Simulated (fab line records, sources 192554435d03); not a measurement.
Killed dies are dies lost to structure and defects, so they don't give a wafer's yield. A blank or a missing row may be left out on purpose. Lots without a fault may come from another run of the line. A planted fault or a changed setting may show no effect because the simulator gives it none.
Which tool did it? | flow n5_finfet | 10 lots, 27 wafers sampled, at 5 steps of a route of 1938

WHAT THE GAUGES READ, wafer by wafer
N5_FIN_CUT_CD_MEAS_08: target cd 29.1 nm. Usual: cd_nm 28.98 nm, standard deviation 0.26.
lot  | measured    | on        | cd_nm (nm)        | flag
L855 | day 2 02:17 | cd_sem-03 | 28.96 28.95 28.65 |
L856 | day 2 09:10 | cd_sem-01 | 29.14 28.99 28.54 |
L859 | day 3 03:35 | cd_sem-01 | 29.03 29.16 29.17 |
L860 | day 3 08:25 | cd_sem-03 | 28.97 29.21 28.96 |
L868 | day 5 10:40 | cd_sem-02 | 29.39 29.27 29.24 |
L869 | day 5 18:45 | cd_sem-03 | 29.24 28.68       |
L871 | day 6 04:59 | cd_sem-03 | 28.76 29.08       |
L874 | day 6 22:00 | cd_sem-03 | 28.88 28.94 28.80 |
L877 | day 7 15:13 | cd_sem-01 | 28.93 28.86 28.96 |
L878 | day 7 21:56 | cd_sem-01 | 28.98 29.03       |

N5_BEOL_M4_RC_MEAS_101. Usual: DIBL_N 36.0 mV/V, standard deviation 2.5; DIBL_P 36.2 mV/V, standard deviation 3; IOFF_N 0.16 nA/um, standard deviation 0.044; IOFF_P 0.21 nA/um, standard deviation 0.049; ION_N 671 uA/um, standard deviation 15; ION_P 461 uA/um, standard deviation 8.7; SS_N 71.5 mV/dec, standard deviation 0.72; SS_P 73.4 mV/dec, standard deviation 0.9; VT_N 251 mV, standard deviation 4.4; VT_P -250 mV, standard deviation 4.
lot  | measured     | on        | DIBL_N (mV/V)  | DIBL_P (mV/V)  | IOFF_N (nA/um) | IOFF_P (nA/um) | ION_N (uA/um) | ION_P (uA/um) | SS_N (mV/dec)  | SS_P (mV/dec)  | VT_N (mV)   | VT_P (mV)      | flag
L855 | day 8 12:22  | prober-01 | 34.7 36.7 33.9 | 33.8 36.3 32.7 | 0.13 0.16 0.12 | 0.20 0.24 0.19 | 653 672 667   | 456 469 468   | 71.5 71.4 71.0 | 72.0 73.8 72.1 | 255 249 252 | -250 -243 -246 |
L856 | day 8 21:15  | prober-02 | 34.6 33.6 33.5 | 36.4 35.3 35.5 | 0.13 0.13 0.13 | 0.19 0.17 0.18 | 652 660 652   | 449 452 447   | 71.9 71.7 72.0 | 73.2 73.2 73.0 | 254 253 254 | -252 -253 -255 |
L859 | day 9 23:35  | prober-01 | 37.4 38.0 38.5 | 38.6 39.2 39.4 | 0.19 0.19 0.20 | 0.24 0.25 0.24 | 694 670 678   | 470 454 457   | 72.2 72.3 72.9 | 73.8 73.3 74.5 | 249 250 249 | -247 -252 -251 |
L860 | day 9 23:16  | prober-02 | 41.4 38.8 39.2 | 41.8 39.1 39.7 | 0.26 0.19 0.20 | 0.29 0.24 0.24 | 697 673 690   | 466 457 468   | 72.5 73.0 72.9 | 75.0 74.2 75.1 | 245 247 248 | -246 -249 -251 |
L868 | day 11 18:24 | prober-01 | 36.0 36.6 35.9 | 36.7 38.2 35.8 | 0.15 0.17 0.15 | 0.22 0.24 0.19 | 671 686 658   | 461 471 450   | 71.7 71.6 72.3 | 73.2 74.0 73.3 | 252 250 254 | -247 -244 -253 |
L869 | day 12 13:09 | prober-01 | 38.4 39.2      | 39.2 41.3      | 0.19 0.21      | 0.25 0.28      | 686 685       | 464 466       | 71.7 72.1      | 74.5 73.9      | 248 247     | -249 -249      |
L871 | day 12 07:19 | prober-02 | 34.2 38.7      | 32.6 38.6      | 0.12 0.23      | 0.15 0.25      | 660 700       | 448 463       | 71.2 72.4      | 72.5 74.3      | 254 243     | -254 -251      |
L874 | day 12 22:44 | prober-01 | 33.0 32.5 35.2 | 31.1 31.6 35.9 | 0.10 0.10 0.14 | 0.15 0.15 0.21 | 653 643 668   | 454 447 456   | 71.0 70.5 71.3 | 71.9 72.3 73.8 | 258 259 250 | -255 -253 -251 |
L877 | day 13 20:39 | prober-01 | 40.1 36.2 37.9 | 40.6 35.1 37.6 | 0.25 0.13 0.19 | 0.31 0.19 0.25 | 689 651 675   | 470 453 463   | 73.0 71.1 71.8 | 74.3 73.0 73.6 | 245 255 246 | -242 -252 -246 |
L878 | day 14 06:51 | prober-02 | 37.1 34.0      | 38.2 34.5      | 0.17 0.12      | 0.21 0.16      | 685 675       | 470 460       | 71.1 70.8      | 74.5 73.5      | 253 252     | -253 -258      |

WHICH TOOL RAN EACH LOT (tool, then ch and the chambers of the sampled wafers, then the start)
lot  | N5_FIN_SAQP_MANDREL2_REMOVE_60  | N5_FIN_CUT_ETCH_20                | N5_FIN_CUT_PRECLEAN_35
L855 | rie_si-01 ch 0,2, day 2 01:18   | rie_diel-03 ch 0,3, day 2 02:28   | vapor_etch-01 ch 0,1, day 2 02:59
L856 | rie_si-05 ch 2,3, day 2 07:59   | rie_diel-04 ch 0,1, day 2 09:20   | vapor_etch-02 ch 0, day 2 09:50
L859 | rie_si-01 ch 0,2, day 3 02:35   | rie_diel-04 ch 0,1,3, day 3 04:00 | vapor_etch-01 ch 0,1, day 3 04:29
L860 | rie_si-01 ch 1,2, day 3 07:25   | rie_diel-06 ch 0,1,2, day 3 08:35 | vapor_etch-02 ch 0,1, day 3 09:05
L868 | rie_si-06 ch 0,1,3, day 5 09:40 | rie_diel-04 ch 1,2, day 5 11:01   | vapor_etch-01 ch 1, day 5 11:31
L869 | rie_si-01 ch 2,3, day 5 13:12   | rie_diel-04 ch 0,3, day 5 18:56   | vapor_etch-01 ch 0,1, day 5 19:26
L871 | rie_si-01 ch 3, day 6 03:47     | rie_diel-04 ch 0,2, day 6 05:10   | vapor_etch-02 ch 1, day 6 05:45
L874 | rie_si-05 ch 0,1,2, day 6 20:55 | rie_diel-03 ch 1,2, day 6 22:11   | vapor_etch-02 ch 0,1, day 6 22:40
L877 | rie_si-05 ch 0,3, day 7 14:05   | rie_diel-06 ch 1,2, day 7 15:23   | vapor_etch-01 ch 0,1, day 7 15:54
L878 | rie_si-05 ch 0, day 7 20:55     | rie_diel-03 ch 0, day 7 22:07     | vapor_etch-01 ch 0, day 7 22:37
- N5_FIN_SAQP_MANDREL2_REMOVE_60: chemistry HBr/Cl2/O2, target a-Si, stops on SiNx, bt time 10 s.
- N5_FIN_CUT_ETCH_20: etches SiARC in CF4, target depth 26 nm, time 43.3 s.
- N5_FIN_CUT_PRECLEAN_35: cleans in vHF, time 13.3 s.

WHAT THE TOOLS THEMSELVES READ (means of the sampled wafers that have a number; where no wafer has one, the mark that the record gives instead)
N5_FIN_SAQP_MANDREL2_REMOVE_60. Usual: HBr_flow_sccm 150.1 sccm, standard deviation 0.46; drypump_motor_current_A 5.6 A, standard deviation 0.48; oes_product_au 0.993 a.u., standard deviation 0.012; throttle_valve_pct 36.8 %, standard deviation 0.31.
lot  | tool      | HBr_flow_sccm (sccm) | drypump_motor_current_A (A) | oes_product_au (a.u.) | throttle_valve_pct (%) | flag
L855 | rie_si-01 | 150.3                | 5.3                         | 0.997                 | 36.5                   |
L856 | rie_si-05 | 149.9                | 5.6                         | 0.987                 | 36.7                   |
L859 | rie_si-01 | 150.2                | 5.3                         | 0.979                 | 36.5                   |
L860 | rie_si-01 | 150.0                | 5.2                         | 0.982                 | 36.6                   |
L868 | rie_si-06 | 149.6                | 5.9                         | 0.992                 | 36.6                   |
L869 | rie_si-01 | 150.1                | 5.4                         | 0.978                 | 37.0                   |
L871 | rie_si-01 | 149.3                | 5.9                         | 0.974                 | 37.3                   |
L874 | rie_si-05 | 150.1                | 5.3                         | 0.991                 | 37.1                   |
L877 | rie_si-05 | 150.0                | 5.1                         | 0.996                 | 36.9                   |
L878 | rie_si-05 | 149.6                | 4.9                         | 1.002                 | 37.2                   |

N5_FIN_CUT_ETCH_20. Usual: drypump_motor_current_A 5.6 A, standard deviation 0.43; etch_rf_on_time_s 43.6 s, standard deviation 1.6; oes_product_au 0.67 a.u., standard deviation 0.079; rf_vpp_V 183.9 V, standard deviation 1.1; showerhead_plenum_p_Torr 2.13 Torr, standard deviation 0.05; throttle_valve_pct 15.68 %, standard deviation 0.18.
lot  | tool        | drypump_motor_current_A (A) | etch_rf_on_time_s (s) | oes_product_au (a.u.) | rf_vpp_V (V) | showerhead_plenum_p_Torr (Torr) | throttle_valve_pct (%) | flag
L855 | rie_diel-03 | 5.5                         | 44.3                  | 0.72                  | 184.4        | 2.17                            | 15.69                  |
L856 | rie_diel-04 | 5.4                         | 43.1                  | 0.65                  | 183.8        | 2.14                            | 15.61                  |
L859 | rie_diel-04 | 5.4                         | 43.4                  | 0.69                  | 185.1        | 2.12                            | 15.59                  |
L860 | rie_diel-06 | 5.7                         | 44.1                  | 0.68                  | 183.5        | 2.12                            | 15.64                  |
L868 | rie_diel-04 | 5.4                         | 41.7                  | 0.63                  | 183.9        | 2.10                            | 15.69                  |
L869 | rie_diel-04 | 5.6                         | 47.3                  | 0.68                  | 184.1        | 2.12                            | 15.63                  |
L871 | rie_diel-04 | 5.8                         | 45.5                  | 0.60                  | 183.0        | 2.08                            | 15.91                  |
L874 | rie_diel-03 | 5.3                         | 44.5                  | 0.64                  | 183.9        | 2.17                            | 15.65                  |
L877 | rie_diel-06 | 5.9                         | 44.0                  | 0.61                  | 184.1        | 2.12                            | 15.81                  |
L878 | rie_diel-03 | 5.1                         | 45.7                  | 0.61                  | 182.8        | 2.15                            | 15.80                  |

N5_FIN_CUT_PRECLEAN_35. Usual: drypump_motor_current_A 5.4 A, standard deviation 0.51.
lot  | tool          | drypump_motor_current_A (A) | flag
L855 | vapor_etch-01 | 5.1                         |
L856 | vapor_etch-02 | 5.8                         |
L859 | vapor_etch-01 | 5.5                         |
L860 | vapor_etch-02 | 5.6                         |
L868 | vapor_etch-01 | 6.0                         |
L869 | vapor_etch-01 | 5.3                         |
L871 | vapor_etch-02 | 5.3                         |
L874 | vapor_etch-02 | 5.6                         |
L877 | vapor_etch-01 | 5.1                         |
L878 | vapor_etch-01 | 4.7                         |

THE ANSWER, worked out from the rows above alone
Rule: a lot is off if the mean of its wafers that have a number lies more than 3 standard deviations from the usual mean. A lot without any number at a reading at which 4 lots or more have one is off too. The other lots that the step has rows for count as sound. The gauges are gone through in route order, then the tools' own readings, and for those a lot's mean is taken as printed above. The first step at which some lot is off is used, and at that step the reading that is off furthest; a lot without a number counts as furthest.
No lot is off at any reading shown: from this, nothing can be told.

WHAT THE SIMULATOR HAD PUT IN
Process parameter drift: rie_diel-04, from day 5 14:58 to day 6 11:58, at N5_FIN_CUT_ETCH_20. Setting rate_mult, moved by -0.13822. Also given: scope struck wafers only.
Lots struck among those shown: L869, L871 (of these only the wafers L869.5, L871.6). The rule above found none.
